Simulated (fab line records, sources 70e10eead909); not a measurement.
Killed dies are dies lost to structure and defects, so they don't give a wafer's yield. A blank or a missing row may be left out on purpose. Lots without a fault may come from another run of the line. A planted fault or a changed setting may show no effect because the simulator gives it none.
Chamber matching | flow nand_harc | NHARC_A_CONTACT_DESCUM_13 on rie_diel-13: 4 sister chambers
The step chemistry O2, time 3 s. 4 wafers are shown with their chamber, then 12 later ones without.

WAFERS WITH THEIR CHAMBER
wafer  | chamber | drypump_motor_current_A (A)
L085.6 | 0       | 5.6
L089.3 | 3       | 5.8
L089.5 | 2       | 5.8
L089.6 | 1       | 5.6

WAFERS WITHOUT THEIR CHAMBER
wafer  | drypump_motor_current_A (A)
L092.1 | 5.8
L092.3 | 5.8
L092.4 | 5.7
L094.1 | 5.6
L094.3 | 5.9
L094.6 | 5.7
L093.1 | 5.9
L093.3 | 5.6
L093.4 | 5.7
L096.1 | 5.7
L096.2 | 5.6
L096.3 | 5.8

WHICH CHAMBER EACH WENT THROUGH
wafer  | from the rows above               | in truth
L092.1 | can't be placed: 2 or 3           | 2
L092.3 | can't be placed: 2 or 3           | 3
L092.4 | can't be placed: 2 or 3 or 0 or 1 | 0
L094.1 | can't be placed: 0 or 1           | 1
L094.3 | can't be placed: 2 or 3           | 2
L094.6 | can't be placed: 2 or 3 or 0 or 1 | 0
L093.1 | can't be placed: 2 or 3           | 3
L093.3 | can't be placed: 0 or 1           | 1
L093.4 | can't be placed: 2 or 3 or 0 or 1 | 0
L096.1 | can't be placed: 2 or 3 or 0 or 1 | 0
L096.2 | can't be placed: 0 or 1           | 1
L096.3 | can't be placed: 2 or 3           | 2
Placed correctly: 0 of 12. Can't be placed from these rows: 12 (the true chamber is among the candidates in 12). Placed wrongly: 0.
How it was worked out, from the rows above alone: a wafer's distance from a chamber is the root of the sum, over the readings, of the square of ((its reading less the chamber's mean) divided by the reading's scatter). The wafer belongs to the nearest chamber; if the next one is less than 2 further off, it can't be placed. A chamber's mean is the mean of its shown wafers. The scatter: with one shown wafer a chamber, the root of the mean of the squares of how far each hidden wafer lies from its nearest shown one.
